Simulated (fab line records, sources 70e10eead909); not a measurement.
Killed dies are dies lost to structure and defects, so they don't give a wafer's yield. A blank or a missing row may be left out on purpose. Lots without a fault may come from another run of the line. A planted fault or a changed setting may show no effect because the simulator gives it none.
fab line records | flow nand_harc
record lots=24 wafers=72 last_day=25
route steps=1159 shown A_WL_FILL@815 A_CONTACT@857
lots that met no fault: from a run of the same line without faults
start_h: hours from the record's first day to the start of the lot's first wafer shown | wait_h: hours since the lot's step before | " the same as in the row above | L1.1+2: a row that stands for several wafers | - no value, or no start given | * or withheld: withheld | < > ~ a bound
route shown NAME@n: a module of which the file shows steps, and the number in the route of the first | usual: mean/standard deviation of fault-free wafers | same: alike in all rows | chamber/n: place in a boat | sites: the reading at each site | _std_site: their standard deviation | _edge_site: outer sites' mean less inner sites' | radius_mm: how far each site lies from the wafer's centre | mask NAME#n: copy n | behind: the tool/chamber that last shaped the wafer | hold: why the lot was held/for how many hours/how that ended | device: the transistor (n, p or np) that didn't switch | end of line: the same wafers' tests at the end of the route | a step without rows: its recipe alone | killed: dies lost to structure and defects at the first sort, not the wafer's yield | map: a wafer's dies, x killed, . not, _ none there
set.NAME: the setting as run; set.NAME@STEP: as run at that earlier step | model.NAME: the simulator's own value behind a step, which no gauge read
steps of the route over a sample of lots; a table a step, a row a wafer
services: from which hour (start_h, from the record's first day; less than 0 if before it) a tool's chamber was out of use, for how many hours, and why
## steps
# step NHARC_A_WL_FILL_ETCHBACK_05
# recipe target_depth_a=220 time_s=60 temp_c=40 chemistry=Cl2/BCl3
# usual drypump_motor_current_A=5.76/0.23 oes_product_au=0.996/0.0082
# columns lot.wafer tool chamber start_h wait_h drypump_motor_current_A oes_product_au rf_hours_counter_h
L074.3 rie_metal-02 0 336.84 0.2 5.65 0.995 -
L074.4 " 1 " " 6.03 0.996 -
L074.5 " 0 " " 5.69 0.995 -
L077.2 rie_metal-01 0 345.93 0.2 5.44 1.011 0.4
L077.1 " 1 " " 5.36 0.992 0.4
L077.6 " 1 " " 5.38 0.987 -
L076.2 rie_metal-02 1 345.93 0.2 6.03 0.995 4.4
L076.4 " 1 " " 6.03 1.002 -
L076.6 " 1 " " 6.01 1.002 -
L075.1 rie_metal-02 0 348.77 0.2 5.70 0.996 4.1
L075.4 " 1 " " 6.03 0.988 -
L075.5 " 1 " " 6.00 0.987 -
L079.2 rie_metal-03 1 360.85 0.2 5.79 1.001 2.3
L079.1 " 0 " " 5.93 1.002 2.3
L079.5 " 1 " " 5.77 1.000 -
L080.3 rie_metal-01 0 372.59 0.2 5.45 1.014 -
L080.4 " 1 " " 5.35 0.986 -
L080.5 " 1 " " 5.35 0.991 -
L081.4 rie_metal-02 1 375.38 0.1 6.03 1.002 -
L081.5 " 1 " " 6.02 0.998 -
L081.6 " 0 " " 5.68 1.001 -
L078.3 rie_metal-03 0 376.45 0.1 5.94 1.002 -
L078.4 " 1 " " 5.77 0.998 -
L078.6 " 1 " " 5.75 0.999 -
L082.2 rie_metal-02 1 385.03 0.2 6.01 0.994 5.4
L082.1 " 0 " " 5.69 0.996 5.0
L082.4 " 0 " " 5.67 1.001 -
L083.2 rie_metal-02 1 387.79 0.2 6.04 1.004 5.7
L083.3 " 1 " " 6.04 1.009 -
L083.5 " 0 " " 5.66 0.996 -
L085.2 rie_metal-02 1 403.66 0.2 6.04 0.985 0.1
L085.1 " 0 " " 5.67 0.996 0.1
L085.4 " 1 " " 6.03 0.992 -
L084.1 rie_metal-03 0 403.93 0.4 5.93 1.008 3.5
L084.4 " 0 " " 5.97 0.992 -
L084.5 " 1 " " 5.75 0.998 -
L088.2 rie_metal-02 0 412.71 0.2 5.65 0.994 0.4
L088.4 " 1 " " 6.03 0.998 -
L088.5 " 0 " " 5.64 1.005 -
L087.2 rie_metal-01 0 412.80 0.2 5.45 1.002 2.4
L087.4 " 1 " " 5.37 0.983 -
L087.5 " 0 " " 5.42 1.014 -
L086.2 rie_metal-03 1 415.58 0.2 5.78 0.994 3.9
L086.1 " 0 " " 5.92 0.994 4.1
L086.4 " 1 " " 5.78 0.986 -
L089.1 rie_metal-03 0 428.69 0.2 5.91 1.004 4.6
L089.3 " 1 " " 5.75 0.999 -
L089.4 " 0 " " 5.92 0.996 -
L090.1 rie_metal-02 1 428.70 0.2 6.03 0.989 0.8
L090.3 " 1 " " 6.03 0.995 -
L090.6 " 1 " " 6.02 1.003 -
L092.3 rie_metal-02 0 442.00 0.1 5.66 1.005 -
L092.4 " 1 " " 6.01 1.002 -
L092.6 " 1 " " 6.03 0.994 -
L091.2 rie_metal-01 1 442.55 0.2 5.38 1.000 3.0
L091.4 " 0 " " 5.45 1.014 -
L091.3 " 1 " " 5.37 0.987 -
L093.1 rie_metal-02 0 448.05 0.2 5.66 0.981 1.5
L093.3 " 0 " " 5.67 0.986 -
L093.6 " 1 " " 6.02 1.002 -
L094.2 rie_metal-03 1 448.09 0.2 5.76 0.994 5.0
L094.4 " 1 " " 5.76 0.993 -
L094.3 " 0 " " 5.97 1.005 -
L095.1 rie_metal-01 1 461.41 0.2 5.38 0.992 3.6
L095.2 " 0 " " 5.44 1.012 3.6
L095.4 " 1 " " 5.35 0.994 -
L097.1 rie_metal-02 1 473.37 0.2 6.05 0.998 2.1
L097.4 " 0 " " 5.66 0.998 -
L097.6 " 1 " " 6.04 0.992 -
L096.1 rie_metal-03 1 477.17 0.2 5.78 0.983 0.4
L096.3 " 0 " " 5.96 1.009 -
L096.5 " 0 " " 5.94 1.012 -
# step NHARC_A_CONTACT_DESCUM_47
# recipe time_s=3 o2_flow_sccm=200 ar_flow_sccm=0 bias_power_w=0 chemistry=O2
# usual drypump_motor_current_A=5.4/0.47 oes_product_au=1.004/0.012 rf_vpp_V=57.8/0.97 showerhead_plenum_p_Torr=1.90/0.066 throttle_valve_pct=11.310/0.0097
# columns lot.wafer tool chamber start_h wait_h drypump_motor_current_A oes_product_au rf_hours_counter_h rf_vpp_V showerhead_plenum_p_Torr throttle_valve_pct
L074.3 rie_diel-12 0 365.27 0.1 5.5 1.010 29 58.0 1.90 11.293
L074.4 " 1 " " 4.7 1.013 25 57.6 2.01 11.311
L074.5 " 3 " " 6.2 1.011 - 55.8 1.83 11.303
L075.1 rie_diel-12 0 373.53 0.1 5.5 1.017 31 58.1 1.90 11.316
L075.4 " 1 " " 4.7 1.012 27 59.0 2.01 11.321
L075.5 " 2 " " 5.1 1.028 - 58.2 1.87 11.306
L077.1 rie_diel-12 2 373.66 0.1 5.1 1.026 35 56.9 1.87 11.307
L077.2 " 3 " " 6.1 1.010 36 59.7 1.82 11.319
L077.6 " 3 " " 6.2 1.010 - 56.4 1.82 11.304
L076.4 rie_diel-04 0 378.03 0.1 5.6 1.009 33 57.0 1.90 11.312
L076.2 " 1 " " 4.9 1.008 30 58.9 1.91 11.310
L076.6 " 3 " " 5.3 1.006 - 58.9 1.82 11.310
L079.1 rie_diel-04 2 386.68 0.1 5.8 1.019 37 58.5 1.88 11.288
L079.2 " 3 " " 5.2 0.992 32 56.7 1.82 11.319
L079.5 " 2 " " 5.8 1.012 - 58.3 1.88 11.324
L081.4 rie_diel-12 0 399.23 0.1 5.5 0.998 2 58.5 1.90 11.310
L081.5 " 2 " " 5.2 1.015 - 56.6 1.87 11.315
L081.6 " 3 " " 6.2 1.005 - 57.4 1.82 11.312
L080.4 rie_diel-04 1 401.47 0.1 4.9 1.006 41 57.5 1.90 11.293
L080.3 " 2 " " 5.8 1.015 43 58.9 1.88 11.320
L080.5 " 0 " " 5.6 0.998 - 57.6 1.89 11.310
L078.3 rie_diel-02 2 403.65 0.1 5.2 1.024 20 59.9 2.07 11.300
L078.4 " 3 " " 5.4 1.019 16 57.6 1.91 11.312
L078.6 " 1 " " 5.5 1.024 - 56.7 1.93 11.308
L083.2 rie_diel-12 3 416.05 0.1 6.2 1.005 4 57.8 1.82 11.287
L083.3 " 0 " " 5.5 0.995 4 58.3 1.90 11.310
L083.5 " 1 " " 4.7 0.998 - 56.8 2.01 11.305
L082.4 rie_diel-04 1 416.88 0.1 4.9 0.999 47 58.2 1.90 11.317
L082.1 " 2 " " 5.8 1.010 50 54.7 1.87 11.305
L082.2 " 3 " " 5.2 0.999 45 57.1 1.81 11.310
L085.1 rie_diel-12 1 430.20 0.1 4.7 0.998 7 59.6 2.01 11.300
L085.4 " 2 " " 5.2 1.007 6 58.8 1.87 11.310
L085.2 " 0 " " 5.5 0.995 7 58.2 1.90 11.307
L084.4 rie_diel-04 1 430.54 0.1 4.9 1.014 52 58.9 1.90 11.311
L084.1 " 0 " " 5.6 0.995 54 58.3 1.89 11.310
L084.5 " 1 " " 4.9 1.006 - 57.4 1.90 11.295
L087.2 rie_diel-02 0 439.66 0.1 6.0 1.020 34 57.8 1.87 11.308
L087.4 " 1 " " 5.5 1.009 35 58.1 1.93 11.306
L087.5 " 3 " " 5.4 1.005 - 58.0 1.90 11.324
L088.2 rie_diel-02 0 439.84 0.1 5.9 1.013 34 57.2 1.87 11.302
L088.4 " 1 " " 5.5 1.003 35 59.4 1.93 11.314
L088.5 " 2 " " 5.2 1.017 - 58.2 2.07 11.325
L086.4 rie_diel-12 0 443.98 0.1 5.5 0.998 9 57.2 1.90 11.314
L086.2 " 1 " " 4.7 0.997 9 57.8 2.00 11.319
L086.1 " 2 " " 5.2 1.012 9 59.3 1.87 11.306
L089.4 rie_diel-12 3 457.47 0.1 6.2 0.982 12 57.3 1.82 11.294
L089.1 " 0 " " 5.5 0.981 11 57.6 1.90 11.315
L089.3 " 1 " " 4.7 0.986 12 58.2 2.00 11.326
L090.1 rie_diel-04 1 458.81 0.1 4.9 1.007 65 58.7 1.89 11.309
L090.3 " 2 " " 5.9 1.014 67 56.6 1.87 11.311
L090.6 " 0 " " 5.6 1.007 - 59.1 1.89 11.319
L092.4 rie_diel-12 1 469.45 0.1 4.7 0.994 14 58.1 2.00 11.317
L092.3 " 0 " " 5.5 0.994 13 58.1 1.90 11.326
L092.6 " 1 " " 4.7 0.993 - 57.0 2.00 11.322
L091.2 rie_diel-12 2 472.41 0.2 5.2 1.006 15 57.7 1.87 11.298
L091.3 " 3 " " 6.1 0.997 15 56.3 1.82 11.318
L091.4 " 0 " " 5.5 0.989 14 57.4 1.90 11.298
L094.2 rie_diel-12 3 474.31 0.1 6.2 0.995 16 57.3 1.82 11.322
L094.3 " 1 " " 4.7 1.000 16 59.0 2.00 11.310
L094.4 " 2 " " 5.1 0.993 16 56.9 1.87 11.310
L093.3 rie_diel-12 3 474.59 0.2 6.3 0.989 16 57.9 1.82 11.315
L093.1 " 0 " " 5.5 0.987 15 59.3 1.90 11.314
L093.6 " 0 " " 5.5 0.993 - 56.6 1.90 11.307
L095.1 rie_diel-12 0 493.64 0.1 5.5 0.985 19 58.7 1.90 11.319
L095.2 " 1 " " 4.7 0.997 21 58.3 2.00 11.303
L095.4 " 2 " " 5.2 1.005 21 56.0 1.86 11.298
L097.1 rie_diel-04 1 498.92 0.1 4.9 1.000 6 58.3 1.89 11.314
L097.4 " 3 " " 5.3 1.007 10 58.0 1.80 11.303
L097.6 " 2 " " 5.8 1.018 - 58.5 1.87 11.309
L096.3 rie_diel-12 2 504.01 0.1 5.2 1.010 23 57.5 1.86 11.309
L096.1 " 3 " " 6.2 0.984 22 56.4 1.82 11.305
L096.5 " 1 " " 4.7 0.990 - 59.0 2.00 11.309
# step NHARC_A_CONTACT_ETCH_111
# recipe source_w=withheld pressure_mtorr=20 bias_v=withheld time_s=140 target_depth_a=7000 ar_flow_sccm=withheld c4f8_flow_sccm=withheld o2_flow_sccm=withheld chemistry=C4F8/O2/Ar
# columns lot.wafer tool chamber start_h wait_h rf_hours_counter_h
L074.4 har_cap_etch-03 1 366.58 - -
L074.3 " 0 " " -
L074.5 " 0 " " -
L075.1 har_cap_etch-01 1 375.27 - 55
L075.4 " 0 " " -
L075.5 " 0 " " -
L077.1 har_cap_etch-03 0 375.76 - 78
L077.2 " 1 " " 78
L077.6 " 1 " " -
L076.2 har_cap_etch-01 0 379.49 - 57
L076.4 " 1 " " -
L076.6 " 1 " " -
L079.1 har_cap_etch-02 0 388.27 - 13
L079.2 " 1 " " 13
L079.5 " 0 " " -
L081.4 har_cap_etch-02 0 400.54 - -
L081.6 " 0 " " -
L081.5 " 1 " " -
L080.4 har_cap_etch-01 0 402.78 - -
L080.3 " 1 " " -
L080.5 " 0 " " -
L078.3 har_cap_etch-02 0 405.55 - -
L078.4 " 1 " " -
L078.6 " 1 " " -
L083.2 har_cap_etch-03 1 417.35 - 85
L083.3 " 1 " " -
L083.5 " 0 " " -
L082.2 har_cap_etch-01 1 418.22 - 64
L082.1 " 0 " " 64
L082.4 " 0 " " -
L085.1 har_cap_etch-01 1 431.50 - 66
L085.2 " 0 " " 66
L085.4 " 0 " " -
L084.1 har_cap_etch-03 1 431.82 - 87
L084.4 " 0 " " -
L084.5 " 1 " " -
L087.2 har_cap_etch-01 0 441.22 - 68
L087.4 " 0 " " -
L087.5 " 0 " " -
L088.2 har_cap_etch-02 1 441.70 - 24
L088.4 " 1 " " -
L088.5 " 1 " " -
L086.1 har_cap_etch-01 0 445.29 - 69
L086.2 " 1 " " 69
L086.4 " 1 " " -
L089.1 har_cap_etch-02 1 458.75 - 27
L089.3 " 0 " " -
L089.4 " 1 " " -
L090.1 har_cap_etch-03 0 460.09 - 93
L090.3 " 0 " " -
L090.6 " 0 " " -
L092.3 har_cap_etch-01 1 470.78 - -
L092.4 " 0 " " -
L092.6 " 1 " " -
L091.2 har_cap_etch-03 0 474.01 - 95
L091.3 " 1 " " -
L091.4 " 0 " " -
L094.2 har_cap_etch-01 0 476.02 - 74
L094.4 " 0 " " -
L094.3 " 1 " " -
L093.1 har_cap_etch-03 1 476.80 - 97
L093.3 " 1 " " -
L093.6 " 0 " " -
L095.1 har_cap_etch-03 1 494.90 - 100
L095.2 " 0 " " 100
L095.4 " 0 " " -
L097.1 har_cap_etch-02 1 500.69 - 34
L097.4 " 0 " " -
L097.6 " 0 " " -
L096.1 har_cap_etch-03 1 505.42 - 101
L096.3 " 1 " " -
L096.5 " 1 " " -
# step NHARC_A_CONTACT_ETCH_120
# recipe source_w=withheld pressure_mtorr=20 bias_v=3000 time_s=94 target_depth_a=9220 ar_flow_sccm=withheld c4f8_flow_sccm=withheld o2_flow_sccm=withheld chemistry=C4F8/O2/Ar
# columns lot.wafer tool chamber start_h wait_h rf_hours_counter_h
L074.4 har_cap_etch-03 1 367.47 0.1 -
L074.3 " 0 " " -
L074.5 " 0 " " -
L075.1 har_cap_etch-01 1 376.20 0.1 56
L075.4 " 0 " " -
L075.5 " 0 " " -
L077.1 har_cap_etch-03 0 376.69 0.1 79
L077.2 " 1 " " 79
L077.6 " 1 " " -
L076.2 har_cap_etch-01 0 380.40 0.1 57
L076.4 " 1 " " -
L076.6 " 1 " " -
L079.1 har_cap_etch-02 0 389.19 0.1 14
L079.2 " 1 " " 14
L079.5 " 0 " " -
L081.4 har_cap_etch-02 0 401.43 0.1 -
L081.6 " 0 " " -
L081.5 " 1 " " -
L080.4 har_cap_etch-01 0 403.68 0.1 -
L080.3 " 1 " " -
L080.5 " 0 " " -
L078.3 har_cap_etch-02 0 406.44 0.1 -
L078.4 " 1 " " -
L078.6 " 1 " " -
L083.2 har_cap_etch-03 1 418.94 0.1 86
L083.3 " 1 " " -
L083.5 " 0 " " -
L082.2 har_cap_etch-01 1 419.14 0.1 64
L082.1 " 0 " " 64
L082.4 " 0 " " -
L085.1 har_cap_etch-01 1 432.43 0.1 66
L085.2 " 0 " " 66
L085.4 " 0 " " -
L084.1 har_cap_etch-03 1 432.74 0.1 88
L084.4 " 0 " " -
L084.5 " 1 " " -
L087.2 har_cap_etch-01 0 442.13 0.1 68
L087.4 " 0 " " -
L087.5 " 0 " " -
L088.2 har_cap_etch-02 1 442.61 0.1 24
L088.4 " 1 " " -
L088.5 " 1 " " -
L086.1 har_cap_etch-01 0 446.21 0.1 70
L086.2 " 1 " " 70
L086.4 " 1 " " -
L089.1 har_cap_etch-02 1 459.65 0.1 28
L089.3 " 0 " " -
L089.4 " 1 " " -
L090.1 har_cap_etch-03 0 461.00 0.1 94
L090.3 " 0 " " -
L090.6 " 0 " " -
L092.3 har_cap_etch-01 1 471.67 0.1 -
L092.4 " 0 " " -
L092.6 " 1 " " -
L091.2 har_cap_etch-03 0 474.92 0.1 96
L091.3 " 1 " " -
L091.4 " 0 " " -
L094.2 har_cap_etch-01 0 476.94 0.1 75
L094.4 " 0 " " -
L094.3 " 1 " " -
L093.1 har_cap_etch-03 1 477.73 0.1 97
L093.3 " 1 " " -
L093.6 " 0 " " -
L095.1 har_cap_etch-03 1 495.82 0.1 101
L095.2 " 0 " " 101
L095.4 " 0 " " -
L097.1 har_cap_etch-02 1 501.60 0.1 35
L097.4 " 0 " " -
L097.6 " 0 " " -
L096.1 har_cap_etch-03 1 506.34 0.1 102
L096.3 " 1 " " -
L096.5 " 1 " " -
# step NHARC_A_CONTACT_ETCH_96
# recipe target_depth_a=200 over_etch_frac=0.5 time_s=10 ion_energy_ev=250 c4f6_flow_sccm=25 o2_flow_sccm=20 ar_flow_sccm=500 rf_w=600 bias_w=500 chemistry=C4F6/O2
# usual drypump_motor_current_A=5.4/0.47 oes_product_au=0.981/0.023 rf_vpp_V=546.4/2.6 showerhead_plenum_p_Torr=3.90/0.12 throttle_valve_pct=26.904/0.0092
# columns lot.wafer tool chamber start_h wait_h drypump_motor_current_A oes_product_au rf_hours_counter_h rf_vpp_V showerhead_plenum_p_Torr throttle_valve_pct
L074.3 rie_diel-04 2 368.47 0.1 5.9 0.999 27 545.9 3.87 26.900
L074.4 " 2 " " 5.9 1.003 - 544.9 3.87 26.903
L074.5 " 0 " " 5.6 1.009 - 548.1 3.90 26.899
L075.1 rie_diel-12 3 - - 6.3 0.944 38 542.5 3.76 26.910
L075.4 " 0 " " 5.5 0.950 33 546.5 3.90 26.911
L075.5 " 2 " " 5.2 0.973 - 546.0 3.84 26.912
L077.1 rie_diel-12 0 - - 5.5 0.965 33 545.0 3.90 26.896
L077.2 " 1 " " 4.7 0.962 29 551.5 4.10 26.916
L077.6 " 0 " " 5.5 0.975 - 546.2 3.90 26.885
L076.4 rie_diel-02 2 - - 5.2 1.012 13 552.8 4.22 26.903
L076.2 " 3 " " 5.4 0.999 9 546.3 3.92 26.899
L076.6 " 2 " " 5.2 1.006 - 553.3 4.22 26.902
L079.1 rie_diel-12 0 - - 5.5 1.004 0 545.6 3.90 26.911
L079.2 " 2 " " 5.1 1.004 0 545.3 3.84 26.909
L079.5 " 3 " " 6.2 1.008 - 544.7 3.76 26.900
L081.4 rie_diel-12 2 - - 5.2 0.964 3 546.2 3.84 26.913
L081.5 " 0 " " 5.5 0.945 - 545.6 3.90 26.896
L081.6 " 1 " " 4.7 0.957 - 550.6 4.10 26.907
L080.4 rie_diel-12 0 - - 5.5 0.979 3 546.6 3.90 26.914
L080.3 " 3 " " 6.2 0.996 3 543.9 3.75 26.916
L080.5 " 0 " " 5.5 0.978 - 547.1 3.90 26.911
L078.4 rie_diel-12 0 - - 5.5 0.994 3 546.0 3.90 26.921
L078.3 " 1 " " 4.7 0.988 3 551.5 4.10 26.920
L078.6 " 2 " " 5.1 1.003 - 545.8 3.84 26.906
L082.1 rie_diel-12 1 - - 4.7 0.988 5 550.7 4.10 26.902
L082.4 " 2 " " 5.2 1.018 5 545.9 3.84 26.911
L082.2 " 0 " " 5.5 0.993 5 547.0 3.90 26.892
L083.3 rie_diel-02 0 - - 6.0 1.016 27 544.7 3.85 26.901
L083.2 " 2 " " 5.2 1.018 29 552.7 4.21 26.881
L083.5 " 3 " " 5.4 1.019 - 546.6 3.91 26.908
L085.2 rie_diel-02 3 - - 5.4 0.983 27 546.9 3.90 26.897
L085.1 " 1 " " 5.5 0.970 33 546.9 3.95 26.910
L085.4 " 2 " " 5.2 0.989 32 552.9 4.21 26.899
L084.4 rie_diel-04 3 - - 5.3 0.962 50 543.3 3.73 26.904
L084.1 " 0 " " 5.6 0.969 55 545.8 3.88 26.903
L084.5 " 0 " " 5.6 0.971 - 546.5 3.88 26.886
L087.4 rie_diel-12 0 - - 5.5 0.985 9 546.8 3.90 26.900
L087.2 " 1 " " 4.7 0.992 9 550.2 4.09 26.925
L087.5 " 0 " " 5.5 0.979 - 547.4 3.90 26.910
L088.4 rie_diel-02 3 - - 5.4 0.967 31 547.3 3.90 26.907
L088.2 " 1 " " 5.5 0.970 38 547.4 3.95 26.913
L088.5 " 3 " " 5.4 0.957 - 547.6 3.90 26.927
L086.2 rie_diel-02 0 - - 5.9 0.976 38 544.4 3.84 26.907
L086.4 " 1 " " 5.5 0.967 40 545.9 3.95 26.908
L086.1 " 2 " " 5.2 0.969 39 553.2 4.20 26.901
L089.4 rie_diel-12 2 - - 5.2 0.967 13 545.1 3.84 26.905
L089.3 " 0 " " 5.5 0.961 12 546.4 3.90 26.890
L089.1 " 1 " " 4.7 0.957 13 549.8 4.09 26.920
L090.3 rie_diel-02 1 - - 5.5 0.958 46 548.0 3.95 26.897
L090.1 " 3 " " 5.4 1.007 38 546.1 3.90 26.895
L090.6 " 0 " " 6.0 0.966 - 544.2 3.84 26.891
L092.4 rie_diel-12 2 - - 5.2 0.979 15 545.3 3.83 26.902
L092.3 " 3 " " 6.2 0.972 15 543.2 3.75 26.915
L092.6 " 2 " " 5.2 0.975 - 544.5 3.83 26.913
L091.4 rie_diel-04 1 - - 5.0 1.008 0 545.4 3.89 26.912
L091.2 " 3 " " 5.2 1.010 0 542.4 3.72 26.906
L091.3 " 0 " " 5.6 0.998 0 545.1 3.87 26.909
L094.4 rie_diel-04 0 - - 5.6 0.998 1 544.0 3.87 26.905
L094.3 " 1 " " 4.9 1.012 1 546.8 3.89 26.907
L094.2 " 2 " " 5.9 1.019 1 545.0 3.84 26.895
L093.1 rie_diel-12 2 - - 5.2 0.962 18 545.2 3.83 26.913
L093.3 " 3 " " 6.2 0.937 18 541.7 3.75 26.911
L093.6 " 2 " " 5.2 0.960 - 545.4 3.83 26.923
L095.4 rie_diel-12 1 - - 4.7 0.959 22 550.7 4.09 26.910
L095.1 " 3 " " 6.2 0.963 21 542.9 3.74 26.898
L095.2 " 0 " " 5.5 0.957 20 545.6 3.89 26.919
L097.4 rie_diel-12 1 - - 4.7 0.999 23 549.4 4.08 26.908
L097.1 " 2 " " 5.2 1.009 23 545.8 3.83 26.913
L097.6 " 0 " " 5.5 0.990 - 546.0 3.89 26.901
L096.1 rie_diel-12 2 - - 5.2 0.951 24 544.1 3.83 26.907
L096.3 " 3 " " 6.2 0.948 23 543.1 3.74 26.914
L096.5 " 3 " " 6.2 0.950 - 544.3 3.74 26.898
# step NHARC_A_CONTACT_CD_MEAS_53
# usual cd_nm=189.5/0.71
# columns lot.wafer tool chamber start_h wait_h cd_nm
L074.3 cd_sem-03 - 368.56 - 188.9
L074.4 " - " " 188.4
L074.5 " - " " 188.7
L075.1 cd_sem-01 - 377.28 - 189.2
L075.4 " - " " 189.1
L075.5 " - " " 188.9
L077.1 cd_sem-03 - 377.78 - 189.2
L077.2 " - " " 189.6
L077.6 " - " " 189.8
L076.2 cd_sem-01 - 381.48 - 189.5
L076.4 " - " " 189.8
L076.6 " - " " 189.2
L079.1 cd_sem-03 - 390.28 - 189.4
L079.2 " - " " 189.9
L079.5 " - " " 190.6
L081.4 cd_sem-03 - 402.51 - 189.8
L081.5 " - " " 189.8
L081.6 " - " " 189.7
L080.3 cd_sem-03 - 404.81 - 189.5
L080.4 " - " " 189.1
L080.5 " - " " 189.5
L078.3 cd_sem-02 - 407.50 - 189.4
L078.4 " - " " 189.7
L078.6 " - " " 189.4
L082.1 cd_sem-03 - 420.35 - 189.8
L082.2 " - " " 189.0
L082.4 " - " " 190.0
L083.2 cd_sem-02 - 420.50 - 189.4
L083.3 " - " " 190.5
L083.5 " - " " 189.7
L085.1 cd_sem-02 - 433.56 - 190.6
L085.2 " - " " 190.6
L085.4 " - " " 190.3
L084.1 cd_sem-02 - 433.84 - 188.8
L084.4 " - " " 189.3
L084.5 " - " " 188.9
L087.2 cd_sem-03 - 443.25 - 188.5
L087.4 " - " " 188.8
L087.5 " - " " 188.5
L088.2 cd_sem-02 - 443.79 - 189.8
L088.4 " - " " 189.0
L088.5 " - " " 190.0
L086.1 cd_sem-02 - 447.37 - 190.9
L086.2 " - " " 190.3
L086.4 " - " " 189.9
L089.1 cd_sem-03 - 460.75 - 189.3
L089.3 " - " " 189.4
L089.4 " - " " 190.3
L090.1 cd_sem-03 - 462.08 - 189.5
L090.3 " - " " 189.8
L090.6 " - " " 189.9
L092.3 cd_sem-01 - 472.99 - 190.3
L092.4 " - " " 190.4
L092.6 " - " " 189.7
L091.2 cd_sem-01 - 476.24 - 189.5
L091.3 " - " " 190.0
L091.4 " - " " 190.9
L094.2 cd_sem-03 - 478.04 - 187.6
L094.3 " - " " 187.9
L094.4 " - " " 188.3
L093.1 cd_sem-01 - 478.83 - 190.0
L093.3 " - " " 190.1
L093.6 " - " " 189.9
L095.1 cd_sem-01 - 496.91 - 188.9
L095.2 " - " " 188.5
L095.4 " - " " 189.0
L097.1 cd_sem-02 - 502.68 - 189.4
L097.4 " - " " 188.5
L097.6 " - " " 189.2
L096.1 cd_sem-02 - 507.48 - 189.6
L096.3 " - " " 190.1
L096.5 " - " " 189.1
## services
# columns tool chamber start_h hours kind
rie_metal-02 0 315.21 4.6 repair
rie_diel-02 - 328.71 9.0 pm
rie_metal-01 - 332.00 9.0 pm
rie_diel-12 0 334.37 - clean
rie_diel-12 1 334.37 - clean
rie_diel-12 2 334.37 - clean
rie_diel-12 3 334.37 - clean
rie_metal-03 - 341.81 3.8 repair
rie_diel-12 0 358.87 - clean
rie_diel-04 3 359.07 13.1 repair
rie_diel-12 1 377.90 11.2 repair
rie_diel-12 - 379.40 9.0 pm
rie_metal-02 - 382.88 0.7 repair
rie_metal-02 - 388.00 9.0 pm
rie_metal-03 1 399.65 4.1 repair
rie_metal-03 - 453.19 9.0 pm
rie_diel-04 - 465.99 9.0 pm
rie_diel-02 1 476.65 8.6 repair
rie_diel-04 1 482.68 7.7 repair
har_cap_etch-01 - 485.99 0.2 repair
rie_metal-03 1 490.60 16.5 repair
rie_diel-04 0 495.01 1.6 repair
rie_diel-04 2 505.53 21.7 repair
rie_diel-02 - 505.76 9.0 pm
## key
fault none
